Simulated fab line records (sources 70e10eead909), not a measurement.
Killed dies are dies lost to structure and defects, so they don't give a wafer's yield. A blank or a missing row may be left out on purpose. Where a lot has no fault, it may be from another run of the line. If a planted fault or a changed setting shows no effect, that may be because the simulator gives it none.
fab line records	flow nand-harc
[record] lots = 24	wafers = 72	last-day = 33
route steps=1302 shown A_CHANNEL_FILL_D2@613 A_STAIRCASE@639
lots that met no fault: taken from a fault-free run of the same line
start-h: hours from the record's opening day to when the first of the lot's shown wafers began	wait-h: hours from the lot's prior step to this one	" repeats the value in the row above	L1.1+2: a single row standing in for several wafers	- no value, or no start given	* or withheld: withheld	< > ~ a bound
route shown NAME@n: names a module that has steps shown in the file, with the first one's number in the route	usual: average and standard deviation across the fault-free wafers	same: alike in all rows	chamber/n: place in a boat	sites: the reading at each site	_std_site: standard deviation across them	_edge_site: the outer-site mean with the inner-site mean subtracted	radius-mm: for every site, how far away it sits from the centre of the wafer	mask NAME#n: copy n	behind: the last tool/chamber to shape the wafer	hold: reason for holding the lot/hours on hold/outcome of the hold	device: the transistor (n, p or np) that didn't switch	end of line: tests of these same wafers at the route's end	step lacking rows: just its recipe	killed: dies lost to structure and defects at the first sort, not the wafer's yield	map: dies across one wafer; x = killed, . = not, _ = none there
set.NAME: the run value of the setting; set.NAME@STEP: its run value at that earlier step	model.NAME: the simulator's own value behind a step, which no gauge read
route steps across a sampled set of lots; one table per step, one row per wafer
services: from which hour (start-h, from the record's first day; less than 0 if before it) a tool's chamber was out of use, for how many hours, and why
[[steps]]
[step NHARC_A_CHANNEL_FILL_D2_ALD_03]
[recipe] target-thk-a = 60	pulse-time-s = 60	ald-cycles = 58	temp-c = 630	pressure-torr = 2	material = SiNx
[usual] precursor-pulse-height-rel = 0.998/0.019
lot.wafer	tool	chamber	start-h	wait-h	precursor-pulse-height-rel
L074.1	ald-sin-batch-03	0	-	-	1.010
L074.4	"	0	"	"	1.032
L074.6	"	0	"	"	1.027
L075.1	ald-sin-batch-03	0	-	-	0.971
L075.2	"	0	"	"	0.976
L075.5	"	0	"	"	0.993
L076.1	ald-sin-batch-03	0	-	-	1.017
L076.2	"	0	"	"	1.009
L076.3	"	0	"	"	1.005
L078.2	ald-sin-batch-02	0	-	-	1.007
L078.5	"	0	"	"	0.964
L078.6	"	0	"	"	1.018
L077.1	ald-sin-batch-03	0	-	-	0.977
L077.2	"	0	"	"	1.015
L077.5	"	0	"	"	0.989
L079.1	ald-sin-batch-03	0	-	-	1.009
L079.5	"	0	"	"	1.023
L079.6	"	0	"	"	1.009
L081.2	ald-sin-batch-03	0	-	-	1.010
L081.3	"	0	"	"	0.954
L081.6	"	0	"	"	0.997
L080.3	ald-sin-batch-02	0	-	-	1.009
L080.4	"	0	"	"	1.011
L080.6	"	0	"	"	0.991
L082.1	ald-sin-batch-02	0	-	-	1.006
L082.2	"	0	"	"	1.034
L082.6	"	0	"	"	0.972
L083.1	ald-sin-batch-03	0	-	-	1.021
L083.2	"	0	"	"	0.973
L083.6	"	0	"	"	1.006
L084.3	ald-sin-batch-01	0	-	-	1.009
L084.4	"	0	"	"	1.044
L084.5	"	0	"	"	1.038
L085.2	ald-sin-batch-01	0	-	-	0.995
L085.4	"	0	"	"	0.982
L085.6	"	0	"	"	1.009
L086.3	ald-sin-batch-01	0	-	-	1.013
L086.4	"	0	"	"	0.988
L086.6	"	0	"	"	1.025
L087.1	ald-sin-batch-02	0	-	-	0.982
L087.3	"	0	"	"	1.019
L087.4	"	0	"	"	1.018
L088.1	ald-sin-batch-02	0	-	-	0.997
L088.3	"	0	"	"	0.983
L088.4	"	0	"	"	0.991
L089.1	ald-sin-batch-02	0	-	-	0.991
L089.3	"	0	"	"	1.014
L089.4	"	0	"	"	1.022
L090.1	ald-sin-batch-02	0	-	-	1.001
L090.3	"	0	"	"	0.989
L090.4	"	0	"	"	0.988
L091.3	ald-sin-batch-01	0	-	-	0.987
L091.5	"	0	"	"	0.975
L091.6	"	0	"	"	1.009
L093.1	ald-sin-batch-03	0	-	-	1.004
L093.4	"	0	"	"	1.001
L093.6	"	0	"	"	0.962
L092.1	ald-sin-batch-01	0	-	-	0.980
L092.2	"	0	"	"	1.003
L092.5	"	0	"	"	1.033
L094.1	ald-sin-batch-02	0	-	-	0.999
L094.2	"	0	"	"	0.980
L094.5	"	0	"	"	1.020
L096.2	ald-sin-batch-02	0	-	-	1.009
L096.3	"	0	"	"	1.020
L096.4	"	0	"	"	0.967
L095.1	ald-sin-batch-03	0	-	-	0.990
L095.4	"	0	"	"	1.003
L095.5	"	0	"	"	1.002
L097.1	ald-sin-batch-03	0	-	-	1.021
L097.3	"	0	"	"	0.989
L097.6	"	0	"	"	0.974
[step NHARC_A_CHANNEL_FILL_D2_ALD_15]
[recipe] target-thk-a = 20	pulse-time-s = 60	ald-cycles = 19	temp-c = 630	pressure-torr = 2	material = SiNx
[usual] precursor-pulse-height-rel = 1.001/0.021
lot.wafer	tool	chamber	start-h	wait-h	precursor-pulse-height-rel
L074.1	ald-sin-batch-02	0	-	-	1.000
L074.4	"	0	"	"	1.028
L074.6	"	0	"	"	1.012
L075.1	ald-sin-batch-02	0	-	-	1.024
L075.2	"	0	"	"	1.003
L075.5	"	0	"	"	0.996
L076.1	ald-sin-batch-01	0	-	-	1.052
L076.2	"	0	"	"	0.988
L076.3	"	0	"	"	1.015
L078.2	ald-sin-batch-01	0	-	-	1.024
L078.5	"	0	"	"	0.985
L078.6	"	0	"	"	1.001
L077.1	ald-sin-batch-03	0	-	-	1.036
L077.2	"	0	"	"	1.008
L077.5	"	0	"	"	1.020
L079.1	ald-sin-batch-03	0	-	-	0.972
L079.5	"	0	"	"	1.009
L079.6	"	0	"	"	1.010
L081.2	ald-sin-batch-03	0	-	-	0.978
L081.3	"	0	"	"	0.988
L081.6	"	0	"	"	1.039
L080.3	ald-sin-batch-01	0	-	-	1.008
L080.4	"	0	"	"	1.020
L080.6	"	0	"	"	1.019
L082.1	ald-sin-batch-02	0	-	-	1.011
L082.2	"	0	"	"	1.037
L082.6	"	0	"	"	1.036
L083.1	ald-sin-batch-02	0	-	-	1.014
L083.2	"	0	"	"	0.976
L083.6	"	0	"	"	0.982
L084.3	ald-sin-batch-02	0	-	-	0.977
L084.4	"	0	"	"	0.996
L084.5	"	0	"	"	0.978
L085.2	ald-sin-batch-02	0	-	-	0.998
L085.4	"	0	"	"	0.975
L085.6	"	0	"	"	0.997
L086.3	ald-sin-batch-03	0	-	-	1.005
L086.4	"	0	"	"	1.019
L086.6	"	0	"	"	1.041
L087.1	ald-sin-batch-02	0	-	-	1.006
L087.3	"	0	"	"	1.000
L087.4	"	0	"	"	1.009
L088.1	ald-sin-batch-02	0	-	-	1.017
L088.3	"	0	"	"	0.972
L088.4	"	0	"	"	1.033
L089.1	ald-sin-batch-02	0	-	-	0.984
L089.3	"	0	"	"	1.029
L089.4	"	0	"	"	0.997
L090.1	ald-sin-batch-02	0	-	-	1.006
L090.3	"	0	"	"	0.957
L090.4	"	0	"	"	0.988
L091.3	ald-sin-batch-03	0	-	-	1.017
L091.5	"	0	"	"	1.012
L091.6	"	0	"	"	1.038
L093.1	ald-sin-batch-02	0	-	-	0.982
L093.4	"	0	"	"	0.986
L093.6	"	0	"	"	1.028
L092.1	ald-sin-batch-03	0	-	-	1.005
L092.2	"	0	"	"	1.004
L092.5	"	0	"	"	0.970
L094.1	ald-sin-batch-03	0	-	-	1.003
L094.2	"	0	"	"	1.016
L094.5	"	0	"	"	1.019
L096.2	ald-sin-batch-02	0	-	-	0.958
L096.3	"	0	"	"	1.033
L096.4	"	0	"	"	1.006
L095.1	ald-sin-batch-01	0	-	-	0.991
L095.4	"	0	"	"	0.978
L095.5	"	0	"	"	1.025
L097.1	ald-sin-batch-01	0	-	-	0.998
L097.3	"	0	"	"	1.006
L097.6	"	0	"	"	0.988
[step NHARC_A_STAIRCASE_DEP_156]
[recipe] target-thk-a = 500	temp-c = 400	target-thk-nm = 50	flow-sccm = 200	rf-w = 450	material = SiNx
[usual] heater-power-w = 705/120	rf-fwd-power-W = 447.8/1.6
lot.wafer	tool	chamber	start-h	wait-h	heater-power-w	rf-fwd-power-W
L075.2	pecvd-04	0	356.64	0.1	726	446.1
L075.1	"	1	"	"	922	448.2
L075.5	"	0	"	"	739	447.1
L074.1	pecvd-01	2	356.73	0.2	521	446.5
L074.6	"	1	"	"	785	448.1
L074.4	"	2	"	"	539	452.0
L076.3	pecvd-01	0	388.10	0.1	791	445.7
L076.1	"	1	"	"	753	447.0
L076.2	"	2	"	"	510	449.9
L077.1	pecvd-02	2	393.64	0.1	780	446.7
L077.2	"	1	"	"	787	450.4
L077.5	"	1	"	"	803	448.7
L078.2	pecvd-01	0	393.85	0.1	779	444.0
L078.6	"	2	"	"	560	448.2
L078.5	"	1	"	"	769	448.1
L081.3	pecvd-04	1	407.85	0.1	949	447.2
L081.2	"	2	"	"	569	447.8
L081.6	"	2	"	"	567	449.3
L080.3	pecvd-04	2	410.22	0.1	594	447.0
L080.4	"	2	"	"	588	447.3
L080.6	"	0	"	"	704	447.9
L079.1	pecvd-01	1	410.25	0.1	668	446.8
L079.6	"	2	"	"	548	448.7
L079.5	"	0	"	"	696	447.9
L082.2	pecvd-01	1	427.66	0.1	660	448.5
L082.1	"	0	"	"	743	449.1
L082.6	"	0	"	"	753	447.2
L083.1	pecvd-01	2	445.00	0.1	560	449.2
L083.2	"	1	"	"	704	447.8
L083.6	"	2	"	"	562	450.4
L084.3	pecvd-01	2	457.60	0.1	552	448.4
L084.4	"	2	"	"	524	449.5
L084.5	"	1	"	"	734	447.8
L085.2	pecvd-02	2	462.49	0.1	718	449.2
L085.6	"	0	"	"	762	446.6
L085.4	"	1	"	"	752	447.4
L086.3	pecvd-01	2	462.54	0.1	512	450.6
L086.6	"	0	"	"	637	446.7
L086.4	"	1	"	"	785	450.7
L087.3	pecvd-01	1	491.87	0.1	667	448.6
L087.1	"	0	"	"	674	445.9
L087.4	"	2	"	"	543	448.2
L088.1	pecvd-04	1	491.89	0.1	866	448.1
L088.3	"	2	"	"	559	450.0
L088.4	"	1	"	"	889	447.5
L089.1	pecvd-02	0	495.95	0.5	848	447.1
L089.3	"	1	"	"	736	448.1
L089.4	"	1	"	"	726	448.9
L090.1	pecvd-01	2	506.81	0.1	559	452.3
L090.3	"	0	"	"	753	446.1
L090.4	"	2	"	"	555	449.8
L091.3	pecvd-04	0	512.41	0.1	780	448.0
L091.6	"	0	"	"	794	446.6
L091.5	"	1	"	"	960	450.7
L093.1	pecvd-04	0	537.74	0.1	754	447.3
L093.6	"	2	"	"	510	448.5
L093.4	"	0	"	"	762	448.5
L092.1	pecvd-04	0	537.86	0.1	776	445.5
L092.2	"	2	"	"	543	445.4
L092.5	"	0	"	"	788	445.5
L094.1	pecvd-02	1	556.76	0.1	769	450.3
L094.2	"	2	"	"	716	444.6
L094.5	"	2	"	"	734	445.6
L096.3	pecvd-04	0	566.78	0.1	711	446.9
L096.2	"	2	"	"	541	448.7
L096.4	"	2	"	"	532	448.8
L095.1	pecvd-02	1	575.75	0.1	649	447.1
L095.5	"	2	"	"	735	449.4
L095.4	"	1	"	"	658	447.3
L097.3	pecvd-01	2	575.86	0.1	486	450.5
L097.1	"	1	"	"	743	448.5
L097.6	"	2	"	"	481	447.1
[step NHARC_A_STAIRCASE_ETCH_170]
[recipe] target-depth-a = 2000	time-s = 66.667	ion-energy-ev = 250	c4f6-flow-sccm = 25	o2-flow-sccm = 20	ar-flow-sccm = 500	rf-w = 600	bias-w = 500	chemistry = C4F6/O2
[usual] bias-w = 500.3/1.4	drypump-motor-current-A = 5.8/0.53	oes-product-au = 0.962/0.019	rf-fwd-power-W = 594.9/2.4	rf-vpp-V = 548/3.9	showerhead-plenum-p-Torr = 3.97/0.19	throttle-valve-pct = 26.903/0.0086
lot.wafer	tool	chamber	start-h	wait-h	bias-w	drypump-motor-current-A	oes-product-au	rf-fwd-power-W	rf-hours-counter-h	rf-vpp-V	showerhead-plenum-p-Torr	throttle-valve-pct
L075.2	rie-diel-01	2	-	-	499.7	5.7	0.992	593.9	46	543	3.79	26.905
L075.1	"	3	"	"	500.4	5.2	0.972	595.4	48	542	3.74	26.908
L075.5	"	0	"	"	502.0	5.1	0.977	596.4	-	546	3.89	26.914
L074.1	rie-diel-01	0	-	-	500.8	5.1	0.977	599.9	49	546	3.89	26.887
L074.6	"	2	"	"	499.9	5.7	0.987	593.4	-	544	3.79	26.891
L074.4	"	3	"	"	500.5	5.2	0.974	597.3	-	543	3.74	26.902
L076.3	rie-diel-06	3	-	-	502.0	6.0	0.975	597.8	22	550	4.02	26.909
L076.1	"	1	"	"	502.6	6.8	0.960	594.5	19	552	4.18	26.891
L076.2	"	2	"	"	497.2	5.2	0.952	594.8	21	553	4.21	26.902
L077.1	rie-diel-06	2	-	-	499.2	5.3	0.964	595.8	22	553	4.21	26.892
L077.2	"	3	"	"	500.0	6.0	0.984	598.2	22	550	4.02	26.900
L077.5	"	1	"	"	502.3	6.8	0.943	593.5	-	552	4.18	26.902
L078.2	rie-diel-06	1	-	-	500.4	6.8	0.941	593.9	20	552	4.18	26.911
L078.6	"	0	"	"	498.3	5.8	0.950	594.5	-	549	4.04	26.903
L078.5	"	1	"	"	501.6	6.8	0.951	597.0	-	552	4.18	26.902
L081.3	rie-diel-06	3	-	-	499.3	6.0	0.980	597.2	25	549	4.02	26.906
L081.2	"	0	"	"	500.6	5.8	0.958	591.3	26	550	4.04	26.901
L081.6	"	3	"	"	499.2	6.1	0.982	596.6	-	549	4.02	26.893
L080.4	rie-diel-04	3	-	-	499.7	6.3	0.943	589.5	14	541	3.66	26.878
L080.3	"	0	"	"	500.9	5.7	0.966	596.1	14	544	3.84	26.897
L080.6	"	0	"	"	501.2	5.7	0.958	597.3	-	545	3.84	26.897
L079.1	rie-diel-01	1	-	-	500.3	6.4	0.952	594.4	9	548	4.02	26.912
L079.6	"	1	"	"	500.4	6.4	0.952	596.1	-	548	4.02	26.916
L079.5	"	2	"	"	500.4	5.7	0.973	592.4	-	545	3.78	26.903
L082.2	rie-diel-01	1	-	-	499.5	6.4	0.941	594.3	15	548	4.02	26.897
L082.1	"	3	"	"	497.3	5.2	0.990	595.6	12	543	3.72	26.891
L082.6	"	1	"	"	497.8	6.4	0.944	593.8	-	549	4.02	26.911
L083.1	rie-diel-04	2	-	-	502.9	5.9	0.974	591.6	28	553	4.21	26.902
L083.2	"	0	"	"	498.2	5.7	0.964	595.0	26	544	3.83	26.888
L083.6	"	1	"	"	501.2	5.7	0.963	597.2	-	542	3.69	26.896
L084.3	rie-diel-06	1	-	-	499.7	6.8	0.957	596.7	44	552	4.16	26.908
L084.4	"	3	"	"	500.3	6.0	0.957	599.3	41	548	4.01	26.905
L084.5	"	0	"	"	500.7	5.8	0.957	595.6	-	548	4.03	26.912
L086.4	rie-diel-06	2	-	-	501.9	5.3	0.905	596.1	43	552	4.20	26.907
L086.3	"	3	"	"	499.9	6.0	0.915	594.2	41	548	4.01	26.909
L086.6	"	1	"	"	501.9	6.8	0.907	592.5	-	552	4.16	26.897
L085.4	rie-diel-06	3	-	-	500.4	6.1	0.955	595.4	41	548	4.01	26.917
L085.2	"	0	"	"	500.0	5.7	0.931	595.5	43	549	4.03	26.900
L085.6	"	1	"	"	499.0	6.8	0.942	597.6	-	551	4.16	26.905
L088.3	rie-diel-04	0	-	-	501.8	5.7	0.990	595.5	40	544	3.82	26.900
L088.1	"	3	"	"	501.0	6.3	0.978	593.0	43	540	3.65	26.895
L088.4	"	0	"	"	499.1	5.7	0.978	595.2	-	545	3.82	26.904
L087.1	rie-diel-04	3	-	-	500.0	6.3	0.959	591.0	43	542	3.64	26.895
L087.3	"	0	"	"	500.6	5.7	0.962	596.0	40	544	3.82	26.903
L087.4	"	3	"	"	499.9	6.3	0.970	591.3	-	542	3.64	26.910
L089.1	rie-diel-01	0	-	-	499.4	5.1	0.956	593.7	35	547	3.86	26.897
L089.4	"	1	"	"	498.1	6.4	0.950	591.7	41	549	4.01	26.889
L089.3	"	2	"	"	500.5	5.7	0.986	591.3	39	543	3.76	26.912
L090.1	rie-diel-06	1	-	-	502.2	6.8	0.973	595.3	5	553	4.16	26.918
L090.4	"	2	"	"	500.5	5.3	0.975	593.9	5	551	4.19	26.903
L090.3	"	3	"	"	503.4	6.0	0.975	594.1	5	547	4.00	26.900
L091.3	rie-diel-04	3	-	-	499.5	6.2	0.948	590.8	51	542	3.64	26.901
L091.6	"	3	"	"	498.8	6.3	0.959	589.2	-	541	3.64	26.906
L091.5	"	0	"	"	498.5	5.7	0.974	598.6	-	543	3.82	26.908
L092.1	rie-diel-01	3	-	-	498.9	5.2	0.978	596.0	46	543	3.71	26.911
L092.2	"	1	"	"	504.2	6.4	0.952	594.1	55	550	4.00	26.891
L092.5	"	3	"	"	500.8	5.2	0.979	594.2	-	543	3.71	26.912
L093.4	rie-diel-06	2	-	-	500.8	5.3	0.940	595.1	15	553	4.19	26.908
L093.1	"	0	"	"	499.0	5.8	0.953	591.7	17	548	4.01	26.899
L093.6	"	2	"	"	499.7	5.3	0.944	593.8	-	552	4.19	26.882
L094.1	rie-diel-01	0	-	-	501.8	5.1	0.972	597.8	55	545	3.85	26.909
L094.2	"	2	"	"	495.9	5.7	0.967	592.1	59	544	3.75	26.909
L094.5	"	3	"	"	501.1	5.2	0.993	597.3	-	542	3.70	26.909
L096.2	rie-diel-06	0	-	-	500.2	5.8	0.960	594.4	28	550	4.00	26.905
L096.3	"	1	"	"	500.0	6.8	0.963	595.8	27	552	4.14	26.892
L096.4	"	3	"	"	499.8	6.0	0.982	596.9	27	546	3.99	26.909
L097.3	rie-diel-04	2	-	-	499.2	5.9	0.954	596.8	11	553	4.19	26.901
L097.1	"	3	"	"	499.5	6.3	0.978	591.8	12	552	4.22	26.899
L097.6	"	1	"	"	500.2	5.7	0.943	593.0	-	540	3.67	26.911
L095.4	rie-diel-06	0	-	-	503.1	5.8	0.979	596.8	29	549	4.00	26.896
L095.1	"	2	"	"	499.9	5.3	0.964	594.2	30	550	4.18	26.905
L095.5	"	0	"	"	500.1	5.8	0.984	596.1	-	549	4.00	26.905
[step NHARC_A_STAIRCASE_ETCH_13]
[recipe] target-depth-a = 1000	time-s = 40.5	ion-energy-ev = 400	c4f8-flow-sccm = 20	o2-flow-sccm = 10	ar-flow-sccm = withheld	rf-w = 600	bias-w = 1000	chemistry = C4F8/O2
[usual] bias-w = 1000.1/2.9	oes-product-au = 0.935/0.016	rf-fwd-power-W = 592/3.3	rf-vpp-V = 897/6.3
lot.wafer	tool	chamber	start-h	wait-h	bias-w	oes-product-au	rf-fwd-power-W	rf-hours-counter-h	rf-vpp-V
L075.2	rie-diel-01	0	-	-	999.8	0.942	592	51	895
L075.1	"	2	"	"	1004.6	0.938	588	47	892
L075.5	"	0	"	"	1001.1	0.930	595	-	894
L074.1	rie-diel-01	3	-	-	998.0	0.924	594	50	890
L074.6	"	2	"	"	1005.0	0.943	588	-	890
L074.4	"	3	"	"	999.5	0.928	594	-	890
L076.3	rie-diel-04	1	-	-	1002.5	0.926	591	7	887
L076.2	"	3	"	"	1004.0	0.909	587	6	887
L076.1	"	0	"	"	998.8	0.911	592	6	894
L077.2	rie-diel-04	3	-	-	1005.3	0.932	588	7	886
L077.1	"	0	"	"	998.6	0.941	593	7	893
L077.5	"	2	"	"	1001.9	0.948	592	-	906
L078.2	rie-diel-04	1	-	-	1000.3	0.926	592	8	889
L078.6	"	3	"	"	999.6	0.917	586	-	887
L078.5	"	0	"	"	998.9	0.921	594	-	893
L081.2	rie-diel-06	3	-	-	995.6	0.946	595	26	899
L081.3	"	0	"	"	1002.3	0.933	592	26	899
L081.6	"	3	"	"	997.8	0.944	594	-	900
L080.4	rie-diel-01	1	-	-	1002.7	0.914	592	10	899
L080.3	"	2	"	"	996.2	0.937	585	7	892
L080.6	"	1	"	"	1000.0	0.924	589	-	899
L079.1	rie-diel-06	3	-	-	1000.1	0.949	593	26	900
L079.5	"	3	"	"	1001.8	0.958	593	-	898
L079.6	"	0	"	"	1000.6	0.918	591	-	901
L082.2	rie-diel-01	1	-	-	995.7	0.919	589	15	899
L082.1	"	0	"	"	998.9	0.934	595	14	895
L082.6	"	1	"	"	996.3	0.911	590	-	900
L083.1	rie-diel-06	1	-	-	1003.6	0.942	593	42	904
L083.2	"	0	"	"	999.5	0.940	590	41	899
L083.6	"	2	"	"	994.0	0.927	591	-	904
L084.3	rie-diel-04	0	-	-	1002.0	0.925	597	29	892
L084.4	"	2	"	"	999.8	0.938	594	30	905
L084.5	"	3	"	"	1001.2	0.926	583	-	887
L086.4	rie-diel-06	1	-	-	1000.6	0.913	590	44	904
L086.3	"	3	"	"	1002.1	0.928	595	42	898
L086.6	"	0	"	"	1000.3	0.912	593	-	900
L085.2	rie-diel-06	1	-	-	1002.7	0.908	595	45	905
L085.4	"	2	"	"	999.4	0.916	592	44	904
L085.6	"	2	"	"	1000.5	0.920	593	-	904
L088.3	rie-diel-06	3	-	-	994.6	0.937	591	1	898
L088.1	"	1	"	"	999.9	0.944	594	0	903
L088.4	"	2	"	"	1000.5	0.934	592	0	906
L087.3	rie-diel-06	3	-	-	991.8	0.945	595	1	899
L087.1	"	0	"	"	998.4	0.928	593	1	900
L087.4	"	1	"	"	999.3	0.926	594	1	904
L089.1	rie-diel-01	1	-	-	997.2	0.932	591	41	899
L089.3	"	2	"	"	1001.4	0.938	587	39	890
L089.4	"	3	"	"	1001.0	0.953	593	33	888
L090.1	rie-diel-04	3	-	-	1001.5	0.944	585	51	886
L090.3	"	1	"	"	997.7	0.954	591	46	887
L090.4	"	2	"	"	997.8	0.934	590	48	906
L091.3	rie-diel-04	0	-	-	1001.1	0.954	595	49	892
L091.6	"	2	"	"	1000.7	0.928	590	-	905
L091.5	"	3	"	"	1002.7	0.917	587	-	886
L092.2	rie-diel-06	0	-	-	1000.5	0.965	589	17	900
L092.1	"	1	"	"	1001.2	0.955	592	15	904
L092.5	"	0	"	"	1006.2	0.963	589	-	898
L093.4	rie-diel-01	3	-	-	999.3	0.927	595	47	890
L093.1	"	0	"	"	997.7	0.915	597	48	893
L093.6	"	3	"	"	1004.7	0.939	591	-	887
L094.2	rie-diel-04	0	-	-	1003.2	0.960	596	4	891
L094.1	"	2	"	"	996.7	0.932	594	3	903
L094.5	"	3	"	"	1000.9	0.970	588	-	906
L096.2	rie-diel-06	3	-	-	999.9	0.972	594	28	899
L096.4	"	1	"	"	998.9	0.934	594	28	903
L096.3	"	2	"	"	1002.9	0.935	593	29	904
L097.3	rie-diel-06	3	-	-	1004.0	0.961	596	29	901
L097.1	"	2	"	"	1000.3	0.929	589	31	904
L097.6	"	0	"	"	999.9	0.952	592	-	898
L095.1	rie-diel-06	1	-	-	999.8	0.928	596	32	903
L095.4	"	0	"	"	998.1	0.921	590	34	898
L095.5	"	1	"	"	997.6	0.920	593	-	902
[step NHARC_A_STAIRCASE_STRIP_175]
[recipe] power-w = 1500	temp-c = 250	chemistry = O2
[usual] drypump-motor-current-A = 5.64/0.13	heater-power-w = 311/27
lot.wafer	tool	chamber	start-h	wait-h	drypump-motor-current-A	heater-power-w	rf-hours-counter-h
L075.2	plasma-asher-01	0	363.45	0.1	5.63	278	2
L075.1	"	1	"	"	5.60	328	2
L075.5	"	0	"	"	5.64	293	-
L074.1	plasma-asher-01	0	363.73	0.2	5.64	291	3
L074.4	"	1	"	"	5.59	334	-
L074.6	"	0	"	"	5.65	288	-
L076.2	plasma-asher-01	1	393.15	0.1	5.59	334	14
L076.1	"	0	"	"	5.64	283	14
L076.3	"	0	"	"	5.65	291	-
L077.2	plasma-asher-01	1	399.24	0.1	5.63	331	17
L077.1	"	0	"	"	5.62	287	17
L077.5	"	0	"	"	5.63	282	-
L078.2	plasma-asher-02	0	399.47	0.1	5.47	282	20
L078.6	"	1	"	"	5.91	323	-
L078.5	"	0	"	"	5.48	282	-
L081.2	plasma-asher-01	0	412.92	0.1	5.65	289	21
L081.3	"	0	"	"	5.64	284	-
L081.6	"	0	"	"	5.65	289	-
L080.4	plasma-asher-01	1	416.05	0.2	5.57	332	-
L080.3	"	0	"	"	5.65	289	-
L080.6	"	1	"	"	5.56	340	-
L079.1	plasma-asher-01	0	417.11	0.1	5.64	282	22
L079.6	"	0	"	"	5.64	287	-
L079.5	"	1	"	"	5.58	324	-
L082.1	plasma-asher-01	1	432.55	0.1	5.56	334	26
L082.2	"	0	"	"	5.65	295	26
L082.6	"	1	"	"	5.56	332	-
L083.1	plasma-asher-01	0	449.83	0.1	5.64	287	29
L083.2	"	1	"	"	5.55	338	29
L083.6	"	0	"	"	5.64	284	-
L084.3	plasma-asher-01	1	462.66	0.2	5.60	333	-
L084.4	"	0	"	"	5.64	290	-
L084.5	"	0	"	"	5.64	287	-
L086.3	plasma-asher-02	0	468.67	0.2	5.49	298	-
L086.4	"	1	"	"	5.92	334	-
L086.6	"	0	"	"	5.48	292	-
L085.2	plasma-asher-01	0	468.89	0.1	5.64	280	34
L085.4	"	0	"	"	5.64	283	-
L085.6	"	0	"	"	5.64	287	-
L088.1	plasma-asher-01	1	497.37	0.1	5.59	330	38
L088.4	"	0	"	"	5.64	281	-
L088.3	"	1	"	"	5.58	331	-
L087.1	plasma-asher-02	1	497.52	0.3	5.92	341	10
L087.4	"	1	"	"	5.97	331	-
L087.3	"	0	"	"	5.50	293	-
L089.1	plasma-asher-01	0	500.97	0.1	5.64	277	39
L089.4	"	1	"	"	5.60	338	-
L089.3	"	0	"	"	5.64	287	-
L090.1	plasma-asher-02	1	511.72	0.1	5.96	348	13
L090.4	"	0	"	"	5.47	294	-
L090.3	"	1	"	"	5.98	341	-
L091.3	plasma-asher-02	1	517.59	0.2	5.94	347	-
L091.5	"	0	"	"	5.47	296	-
L091.6	"	1	"	"	5.95	341	-
L092.2	plasma-asher-01	1	543.25	0.1	5.58	347	2
L092.1	"	0	"	"	5.65	274	2
L092.5	"	0	"	"	5.65	272	-
L093.1	plasma-asher-01	1	543.81	0.1	5.57	337	2
L093.4	"	1	"	"	5.57	346	-
L093.6	"	0	"	"	5.64	277	-
L094.2	plasma-asher-01	0	561.81	0.1	5.65	274	7
L094.1	"	1	"	"	5.63	346	7
L094.5	"	0	"	"	5.66	272	-
L096.2	plasma-asher-01	1	574.47	0.2	5.59	342	9
L096.4	"	1	"	"	5.59	342	-
L096.3	"	0	"	"	5.66	271	-
L097.1	plasma-asher-01	0	583.83	0.1	5.64	276	11
L097.3	"	1	"	"	5.57	343	-
L097.6	"	1	"	"	5.61	344	-
L095.1	plasma-asher-02	1	584.36	0.4	5.96	337	29
L095.4	"	1	"	"	5.97	353	-
L095.5	"	1	"	"	5.95	332	-
[[services]]
tool	chamber	start-h	hours	kind
rie-diel-01	1	293.54	3.1	repair
rie-diel-04	-	303.11	0.3	repair
rie-diel-06	-	307.32	9.0	pm
pecvd-01	-	311.00	13.0	pm
rie-diel-04	-	325.32	0.8	repair
ald-sin-batch-01	-	327.21	17.5	repair
rie-diel-04	-	333.96	0.5	repair
rie-diel-04	2	335.83	8.5	repair
rie-diel-01	2	339.05	7.9	repair
plasma-asher-01	-	342.77	9.0	pm
rie-diel-04	-	356.61	9.0	pm
rie-diel-01	-	381.16	9.0	pm
rie-diel-04	3	427.19	12.8	repair
pecvd-01	2	428.98	7.1	repair
pecvd-04	-	450.26	13.0	pm
pecvd-04	-	467.11	1.7	repair
rie-diel-06	-	484.32	9.0	pm
pecvd-01	-	492.04	13.0	pm
rie-diel-04	2	498.99	9.0	repair
ald-sin-batch-01	-	506.00	26.0	pm
plasma-asher-01	-	519.78	9.0	pm
rie-diel-04	-	533.69	9.0	pm
ald-sin-batch-02	-	539.75	4.7	repair
rie-diel-01	-	558.16	9.0	pm
[[key]]
fault none
